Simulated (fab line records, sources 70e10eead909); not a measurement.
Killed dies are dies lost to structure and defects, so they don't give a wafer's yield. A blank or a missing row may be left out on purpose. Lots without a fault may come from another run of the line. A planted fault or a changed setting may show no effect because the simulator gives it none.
fab line records | flow nand_harc
record lots=15 wafers=45 last_day=33
route steps=1302 shown A_CONTACT@1088
lots that met no fault: from a run of the same line without faults
start_h: hours from the record's first day to the start of the lot's first wafer shown | wait_h: hours since the lot's step before | " the same as in the row above | L1.1+2: a row that stands for several wafers | - no value, or no start given | * or withheld: withheld | < > ~ a bound
route shown NAME@n: a module of which the file shows steps, and the number in the route of the first | usual: mean/standard deviation of fault-free wafers | same: alike in all rows | chamber/n: place in a boat | sites: the reading at each site | _std_site: their standard deviation | _edge_site: outer sites' mean less inner sites' | radius_mm: how far each site lies from the wafer's centre | mask NAME#n: copy n | behind: the tool/chamber that last shaped the wafer | hold: why the lot was held/for how many hours/how that ended | device: the transistor (n, p or np) that didn't switch | end of line: the same wafers' tests at the end of the route | a step without rows: its recipe alone | killed: dies lost to structure and defects at the first sort, not the wafer's yield | map: a wafer's dies, x killed, . not, _ none there
set.NAME: the setting as run; set.NAME@STEP: as run at that earlier step | model.NAME: the simulator's own value behind a step, which no gauge read
steps of the route over a sample of lots; a table a step, a row a wafer
services: from which hour (start_h, from the record's first day; less than 0 if before it) a tool's chamber was out of use, for how many hours, and why
## steps
# step NHARC_A_CONTACT_ETCH_136
# recipe source_w=withheld pressure_mtorr=20 bias_v=1200 time_s=311 target_depth_a=19120 ar_flow_sccm=withheld c4f8_flow_sccm=withheld o2_flow_sccm=withheld chemistry=C4F8/O2/Ar
# columns lot.wafer tool chamber start_h wait_h rf_hours_counter_h
L589.2 har_cap_etch-01 0 493.66 0.2 2
L589.1 " 1 " " 2
L589.3 " 0 " " -
L591.3 har_cap_etch-03 1 506.09 0.3 -
L591.5 " 1 " " -
L591.6 " 0 " " -
L588.3 har_cap_etch-02 0 507.91 0.2 -
L588.4 " 1 " " -
L588.5 " 1 " " -
L594.3 har_cap_etch-01 0 539.89 0.3 -
L594.5 " 1 " " -
L594.6 " 0 " " -
L593.1 har_cap_etch-02 0 541.13 0.2 98
L593.3 " 1 " " -
L593.6 " 0 " " -
L595.1 har_cap_etch-01 0 572.99 0.2 16
L595.4 " 1 " " -
L595.6 " 1 " " -
L600.1 har_cap_etch-01 0 599.86 0.2 24
L600.2 " 1 " " 24
L600.6 " 0 " " -
L601.1 har_cap_etch-03 1 606.86 0.2 68
L601.2 " 0 " " 68
L601.5 " 1 " " -
L602.4 har_cap_etch-03 0 625.52 0.2 -
L602.3 " 1 " " -
L602.5 " 1 " " -
L605.1 har_cap_etch-02 1 646.30 0.2 119
L605.5 " 0 " " -
L605.6 " 1 " " -
L607.2 har_cap_etch-02 0 662.43 0.2 120
L607.5 " 1 " " -
L607.6 " 0 " " -
L609.2 har_cap_etch-02 1 692.32 0.2 124
L609.3 " 1 " " -
L609.6 " 1 " " -
L608.1 har_cap_etch-03 0 693.42 0.2 81
L608.2 " 1 " " 81
L608.6 " 0 " " -
L611.1 har_cap_etch-01 0 717.82 0.4 45
L611.3 " 0 " " -
L611.6 " 1 " " -
L610.1 har_cap_etch-02 1 723.06 0.2 131
L610.3 " 1 " " -
L610.4 " 0 " " -
# step NHARC_A_CONTACT_STRIP_26
# recipe o2_flow_sccm=500 ar_flow_sccm=0 bias_w=0 chemistry=O2
# usual drypump_motor_current_A=5.8/0.31 oes_product_au=1.000/0.0072 rf_vpp_V=57.9/0.99 showerhead_plenum_p_Torr=3.54/0.19 throttle_valve_pct=17.037/0.0091
# same bias_w=0
# columns lot.wafer tool chamber start_h wait_h drypump_motor_current_A oes_product_au rf_hours_counter_h rf_vpp_V showerhead_plenum_p_Torr throttle_valve_pct
L589.3 rie_diel-03 1 - - 5.9 1.000 16 57.6 3.35 17.040
L589.2 " 3 " " 6.1 1.007 19 56.4 3.80 17.042
L589.1 " 0 " " 5.2 1.005 20 57.7 3.39 17.040
L591.3 rie_diel-07 1 - - 5.9 1.000 10 56.7 3.52 17.035
L591.5 " 1 " " 5.9 1.002 - 57.4 3.52 17.043
L591.6 " 2 " " 6.0 1.000 - 58.9 3.46 17.035
L588.4 rie_diel-07 0 - - 5.9 0.989 12 58.9 3.80 17.032
L588.3 " 2 " " 6.0 0.996 9 56.1 3.46 17.035
L588.5 " 0 " " 6.0 0.982 - 59.0 3.80 17.040
L594.3 rie_diel-07 0 - - 5.9 1.008 18 58.6 3.80 17.038
L594.6 " 0 " " 5.9 1.006 - 59.9 3.80 17.043
L594.5 " 1 " " 5.9 1.002 - 58.2 3.52 17.031
L593.1 rie_diel-03 1 - - 5.9 0.996 32 58.0 3.34 17.030
L593.3 " 3 " " 6.1 1.011 33 58.6 3.79 17.052
L593.6 " 1 " " 5.9 1.005 - 56.8 3.34 17.024
L595.4 rie_diel-05 3 - - 5.1 0.999 2 57.9 3.71 17.046
L595.1 " 1 " " 5.4 1.012 3 57.8 3.56 17.036
L595.6 " 3 " " 5.2 1.006 - 58.6 3.71 17.043
L600.2 rie_diel-07 3 - - 5.5 1.017 29 58.1 3.29 17.037
L600.1 " 2 " " 6.0 1.010 26 56.6 3.45 17.046
L600.6 " 0 " " 5.9 1.005 - 58.7 3.79 17.035
L601.2 rie_diel-05 2 - - 6.1 1.001 14 59.0 3.80 17.035
L601.1 " 0 " " 6.3 0.989 13 58.4 3.77 17.034
L601.5 " 1 " " 5.4 0.987 - 57.8 3.56 17.026
L602.4 rie_diel-03 3 - - 6.1 1.002 2 58.9 3.78 17.054
L602.3 " 1 " " 5.9 0.997 2 57.7 3.33 17.038
L602.5 " 0 " " 5.2 0.991 - 58.4 3.37 17.027
L605.1 rie_diel-07 2 - - 6.0 1.004 3 57.9 3.45 17.024
L605.6 " 3 " " 5.6 1.004 - 58.6 3.29 17.035
L605.5 " 0 " " 6.0 0.999 - 57.7 3.79 17.056
L607.2 rie_diel-07 1 - - 5.9 0.984 4 57.4 3.51 17.041
L607.6 " 0 " " 6.0 1.003 - 58.5 3.79 17.036
L607.5 " 1 " " 5.9 0.984 - 58.4 3.51 17.037
L609.2 rie_diel-07 3 - - 5.6 1.002 9 57.1 3.28 17.031
L609.3 " 0 " " 6.0 0.992 8 58.1 3.78 17.033
L609.6 " 3 " " 5.6 1.004 - 55.3 3.28 17.031
L608.2 rie_diel-07 2 - - 6.0 0.995 8 57.5 3.45 17.026
L608.1 " 0 " " 5.9 0.990 8 56.6 3.78 17.041
L608.6 " 1 " " 5.9 0.993 - 56.5 3.50 17.036
L611.3 rie_diel-07 1 - - 5.9 0.999 12 57.3 3.50 17.024
L611.1 " 2 " " 6.0 0.998 14 57.4 3.44 17.039
L611.6 " 2 " " 6.0 1.011 - 59.3 3.44 17.026
L610.4 rie_diel-07 3 - - 5.6 1.005 16 57.2 3.28 17.045
L610.1 " 1 " " 5.9 1.001 12 57.7 3.50 17.035
L610.3 " 2 " " 6.0 1.003 15 57.3 3.44 17.052
# step NHARC_A_CONTACT_CVD_19
# recipe target_thk_a=3000 temp_c=300 pressure_torr=40 wf6_flow_sccm=40 h2_flow_sccm=1600 ar_flow_sccm=1560 time_s=802 material=W
# usual chamber_pressure_Torr=40.02/0.099 heater_power_outer_w=285/37 heater_power_w=484/71 susceptor_temp_C=300.00/0.18 throttle_valve_pct=7.93/0.26
# columns lot.wafer tool chamber start_h wait_h chamber_pressure_Torr heater_power_outer_w heater_power_w susceptor_temp_C throttle_valve_pct
L589.2 cvd_w-02 0 496.43 - 40.18 292 527 300.25 7.99
L589.1 " 1 " " 40.12 268 475 299.97 8.34
L589.3 " 0 " " 40.08 295 556 300.23 8.23
L591.3 cvd_w-02 1 509.45 - 40.04 269 486 300.34 8.02
L591.5 " 0 " " 39.97 291 558 300.22 7.92
L591.6 " 1 " " 40.01 265 475 300.26 8.19
L588.3 cvd_w-01 1 510.79 - 40.11 348 582 300.07 7.80
L588.4 " 0 " " 40.02 255 406 300.22 8.04
L588.5 " 0 " " 40.03 246 406 300.15 7.91
L594.3 cvd_w-01 1 543.16 - - - - - -
L594.6 " 1 " " - - - - -
L594.5 " 0 " " - - - - -
L593.1 cvd_w-02 0 543.99 - - - - - -
L593.3 " 1 " " - - - - -
L593.6 " 0 " " - - - - -
L595.1 cvd_w-01 0 575.74 - - - - - -
L595.4 " 0 " " - - - - -
L595.6 " 0 " " - - - - -
L600.1 cvd_w-02 1 602.68 - 39.92 267 460 299.70 8.50
L600.2 " 0 " " 39.89 289 546 300.18 8.23
L600.6 " 0 " " 39.95 296 544 299.97 8.05
L601.1 cvd_w-01 0 609.61 - 40.14 241 389 299.74 8.00
L601.2 " 0 " " 40.15 240 391 299.99 7.66
L601.5 " 0 " " 40.09 240 389 299.76 7.83
L602.4 cvd_w-01 1 628.39 - 39.87 328 567 299.86 8.22
L602.3 " 0 " " 40.07 240 387 299.72 7.71
L602.5 " 0 " " 40.07 239 386 300.21 7.67
L605.1 cvd_w-01 1 648.99 - 40.28 330 551 299.96 7.81
L605.5 " 1 " " 40.12 340 558 299.80 7.82
L605.6 " 0 " " 39.96 246 392 300.10 7.81
L607.2 cvd_w-01 1 665.24 - 40.02 329 559 300.23 7.82
L607.5 " 0 " " 40.08 240 401 299.83 7.75
L607.6 " 1 " " 40.02 333 548 300.04 7.67
L609.2 cvd_w-01 0 695.06 - 39.96 241 385 299.94 7.61
L609.3 " 1 " " 39.90 340 572 299.77 8.14
L609.6 " 1 " " 39.98 329 548 299.88 8.05
L608.2 cvd_w-02 1 696.15 - 40.06 290 484 300.26 8.42
L608.1 " 0 " " 40.07 296 539 300.22 7.89
L608.6 " 0 " " 40.10 306 534 299.96 7.79
L611.1 cvd_w-01 0 721.07 - 40.04 248 403 299.68 7.65
L611.3 " 0 " " 40.10 238 393 299.99 7.64
L611.6 " 1 " " 40.19 339 553 299.82 7.91
L610.1 cvd_w-01 0 725.93 - 39.76 243 389 300.22 7.50
L610.4 " 1 " " 40.21 332 551 300.12 7.76
L610.3 " 0 " " 39.89 248 400 299.87 7.69
# step NHARC_A_CONTACT_CMP_20
# recipe t_overpolish_s=30 target_thk_nm=300
# usual motor_current_A=12.3/0.9 overpolish_run_s=29.999/0.0087 time_to_endpoint_s=60.2/2.7
# columns lot.wafer tool chamber start_h wait_h motor_current_A overpolish_run_s time_to_endpoint_s
L589.1 cmp-01 0 497.32 0.6 14.0 29.998 59.9
L589.2 " 1 " " 11.1 29.998 61.0
L589.3 " 3 " " 12.9 30.009 60.4
L591.3 cmp-03 1 510.02 0.4 12.7 30.000 55.1
L591.5 " 3 " " 11.0 30.000 59.9
L591.6 " 0 " " 13.4 30.007 59.9
L588.4 cmp-03 2 511.43 0.4 12.9 30.006 60.0
L588.3 " 1 " " 11.8 30.000 54.6
L588.5 " 2 " " 12.7 29.990 58.0
L594.3 cmp-03 2 543.85 0.6 12.9 30.000 1.2
L594.5 " 0 " " 12.2 30.005 3.2
L594.6 " 1 " " 11.4 29.993 0.0
L593.3 cmp-04 0 544.76 0.5 13.6 30.017 0.7
L593.1 " 1 " " 11.7 30.003 3.1
L593.6 " 0 " " 12.8 29.993 0.0
L595.1 cmp-03 1 576.61 0.8 12.2 30.008 0.0
L595.4 " 2 " " 13.7 30.011 2.6
L595.6 " 2 " " 13.2 30.010 2.6
L600.1 cmp-04 1 603.60 0.8 11.2 29.990 62.5
L600.2 " 3 " " 12.5 29.991 61.7
L600.6 " 1 " " 11.4 29.998 60.9
L601.2 cmp-01 3 611.23 1.1 13.1 29.996 61.3
L601.1 " 1 " " 11.3 29.986 58.2
L601.5 " 0 " " 14.2 30.008 62.7
L602.3 cmp-04 2 629.06 0.4 11.1 29.998 66.6
L602.4 " 3 " " 11.6 29.998 64.8
L602.5 " 2 " " 11.3 29.989 66.8
L605.1 cmp-03 3 649.90 0.8 11.1 30.003 61.2
L605.6 " 2 " " 13.2 30.003 58.7
L605.5 " 3 " " 11.7 30.003 61.3
L607.2 cmp-03 2 666.07 0.7 13.6 30.005 56.6
L607.5 " 3 " " 11.1 30.013 55.1
L607.6 " 0 " " 12.0 29.996 62.4
L609.2 cmp-03 0 695.96 0.8 12.4 29.998 64.6
L609.3 " 1 " " 12.0 29.986 55.6
L609.6 " 1 " " 11.9 30.013 59.1
L608.2 cmp-03 1 697.04 0.8 11.3 30.002 58.1
L608.1 " 3 " " 11.3 29.993 60.5
L608.6 " 1 " " 12.9 29.991 57.8
L611.3 cmp-01 0 721.96 0.5 14.2 29.989 59.6
L611.1 " 3 " " 13.1 30.001 60.5
L611.6 " 0 " " 13.6 30.018 57.7
L610.1 cmp-01 0 726.72 0.7 14.1 29.996 58.4
L610.3 " 1 " " 11.0 29.994 60.0
L610.4 " 2 " " 12.9 30.001 60.8
# step NHARC_A_CONTACT_INSPECT_23
# usual raw_defect_count=542/140
# columns lot.wafer tool chamber start_h wait_h raw_defect_count
L589.1 defect_inspect-02 - 497.73 0.1 550
L589.2 " - " " 594
L589.3 " - " " 573
L591.3 defect_inspect-01 - 510.38 0.1 803
L591.5 " - " " 536
L591.6 " - " " 475
L588.3 defect_inspect-01 - 511.84 0.1 455
L588.4 " - " " 479
L588.5 " - " " 740
L594.3 defect_inspect-02 - 544.20 0.1 507
L594.5 " - " " 939
L594.6 " - " " 463
L593.1 defect_inspect-02 - 545.16 0.1 243
L593.3 " - " " 267
L593.6 " - " " 326
L595.1 defect_inspect-01 - 577.02 0.1 629
L595.4 " - " " 525
L595.6 " - " " 550
L600.1 defect_inspect-01 - 603.97 0.1 405
L600.2 " - " " 552
L600.6 " - " " 539
L601.1 defect_inspect-02 - 611.63 0.1 575
L601.2 " - " " 716
L601.5 " - " " 750
L602.3 defect_inspect-01 - 629.44 0.1 444
L602.4 " - " " 535
L602.5 " - " " 659
L605.1 defect_inspect-01 - 650.29 0.1 694
L605.5 " - " " 592
L605.6 " - " " 461
L607.2 defect_inspect-02 - 666.40 0.1 479
L607.5 " - " " 555
L607.6 " - " " 619
L609.2 defect_inspect-02 - 696.37 0.1 385
L609.3 " - " " 479
L609.6 " - " " 503
L608.1 defect_inspect-01 - 697.45 0.1 498
L608.2 " - " " 424
L608.6 " - " " 501
L611.1 defect_inspect-02 - 722.36 0.1 471
L611.3 " - " " 570
L611.6 " - " " 617
L610.1 defect_inspect-01 - 727.10 0.1 419
L610.3 " - " " 368
L610.4 " - " " 401
## services
# columns tool chamber start_h hours kind
har_cap_etch-01 - 473.00 17.0 pm
cmp-01 - 473.18 0.6 repair
cmp-04 - 473.67 0.9 repair
cmp-01 - 474.08 0.2 repair
cmp-03 - 476.61 0.4 repair
cvd_w-01 - 523.54 13.0 pm
cmp-03 - 530.29 4.0 pm
cmp-03 - 545.37 6.6 repair
cmp-01 - 556.02 4.0 pm
cvd_w-02 - 590.55 0.9 repair
cvd_w-02 - 607.30 13.0 pm
cvd_w-01 1 609.48 10.9 repair
cmp-01 - 609.61 1.2 repair
rie_diel-07 - 624.44 9.0 pm
cmp-03 - 625.03 0.8 repair
cmp-03 - 628.29 4.0 pm
cvd_w-01 0 653.28 11.5 repair
cmp-01 - 654.02 4.0 pm
cmp-03 - 663.34 1.0 repair
cvd_w-02 - 678.45 0.9 repair
cmp-01 - 685.47 0.3 repair
cvd_w-01 - 704.54 13.0 pm
har_cap_etch-03 - 714.41 0.4 repair
cmp-03 - 726.29 4.0 pm
## key
first_sign step=NHARC_A_CONTACT_CVD_19 reading=tool_record direction=missing
effect step=NHARC_A_CONTACT_CMP_20 reading=time_to_endpoint_s direction=down sigmas=21 usual=* struck=*
met_at NHARC_A_CONTACT_CVD_19
struck_lots L593,L594,L595
later_rows_left_out L593.1,L593.3,L593.6,L594.3,L594.5,L594.6,L595.1,L595.4,L595.6
sort_left_out L593.1,L593.3,L593.6,L594.3,L594.5,L594.6,L595.1,L595.4,L595.6
tester_left_out L593,L594,L595
not_acting_at NHARC_A_CONTACT_ETCH_136,NHARC_A_CONTACT_STRIP_26,NHARC_A_CONTACT_INSPECT_23
onset_between 510.79 543.16
fault kind=skipped_step_whole tool=cvd_w-01,cvd_w-02 chamber=- onset_h=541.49 steps=NHARC_A_CONTACT_CVD_19 scope=struck_lots_only
# tester_left_out: of these lots the tester's yield and bins aren't shown, on N5 and GAA mostly nor the transistor test; their killed dies are dies lost to structure and defects alone, not to doping, threshold or leakage, so they don't give the yield
# sort_left_out: the simulated sort isn't trusted on such a fault, so these wafers' sort isn't shown, and their yield isn't known
# later_rows_left_out: the simulator's readings of these wafers behind a module that went badly wrong aren't trusted and aren't shown, but for the sort
